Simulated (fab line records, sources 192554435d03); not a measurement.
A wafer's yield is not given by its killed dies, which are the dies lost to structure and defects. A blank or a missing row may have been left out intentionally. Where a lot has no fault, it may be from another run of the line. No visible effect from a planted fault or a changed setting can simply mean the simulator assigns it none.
Matching of chambers / flow n5 finfet / N5_BEOL_M8_DESCUM_16 on rie diel-03 has 4 sister chambers
The step chemistry O2, time 7.9 s. 8 wafers are shown with their chamber, then 9 later ones without.

== WAFERS, EACH WITH ITS CHAMBER ==
wafer=L079.6; chamber=2; drypump motor current A (A)=5.1; throttle valve pct (%)=20.40
wafer=L081.3; chamber=2; drypump motor current A (A)=5.2; throttle valve pct (%)=20.40
wafer=L094.3; chamber=3; drypump motor current A (A)=5.4; throttle valve pct (%)=20.22
wafer=L094.4; chamber=3; drypump motor current A (A)=5.4; throttle valve pct (%)=20.22
wafer=L094.5; chamber=1; drypump motor current A (A)=5.9; throttle valve pct (%)=20.69
wafer=L090.1; chamber=1; drypump motor current A (A)=5.9; throttle valve pct (%)=20.67
wafer=L090.3; chamber=0; drypump motor current A (A)=5.7; throttle valve pct (%)=20.33
wafer=L090.6; chamber=0; drypump motor current A (A)=5.7; throttle valve pct (%)=20.31

== WAFERS WHOSE CHAMBER IS MISSING ==
wafer=L089.3; drypump motor current A (A)=5.9; throttle valve pct (%)=20.68
wafer=L089.5; drypump motor current A (A)=5.6; throttle valve pct (%)=20.32
wafer=L089.6; drypump motor current A (A)=5.4; throttle valve pct (%)=20.23
wafer=L092.2; drypump motor current A (A)=5.9; throttle valve pct (%)=20.68
wafer=L092.4; drypump motor current A (A)=5.4; throttle valve pct (%)=20.23
wafer=L092.6; drypump motor current A (A)=5.7; throttle valve pct (%)=20.33
wafer=L091.1; drypump motor current A (A)=5.4; throttle valve pct (%)=20.21
wafer=L091.2; drypump motor current A (A)=5.1; throttle valve pct (%)=20.14
wafer=L091.3; drypump motor current A (A)=5.9; throttle valve pct (%)=20.70

== WHICH CHAMBER EACH ONE RAN IN ==
wafer=L089.3; from the rows above=1; in truth=1
wafer=L089.5; from the rows above=0; in truth=0
wafer=L089.6; from the rows above=3; in truth=3
wafer=L092.2; from the rows above=1; in truth=1
wafer=L092.4; from the rows above=3; in truth=3
wafer=L092.6; from the rows above=0; in truth=0
wafer=L091.1; from the rows above=3; in truth=3
wafer=L091.2; from the rows above=3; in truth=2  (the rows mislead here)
wafer=L091.3; from the rows above=1; in truth=1
8 of 9 placed correctly. Can't be placed from these rows: 0. 1 placed wrongly.
How it was worked out, from the rows above alone: a wafer's distance from a chamber is the root of the sum, over the readings, of the square of ((its reading less the chamber's mean) divided by the reading's scatter). The wafer belongs to the nearest chamber; if the next one is less than 2 further off, it can't be placed. For every chamber, the mean is computed from those of its wafers that are shown. The scatter: take each reading less its chamber's mean, square it, sum over the shown wafers, divide by the number of wafers less the number of chambers, and take the root.
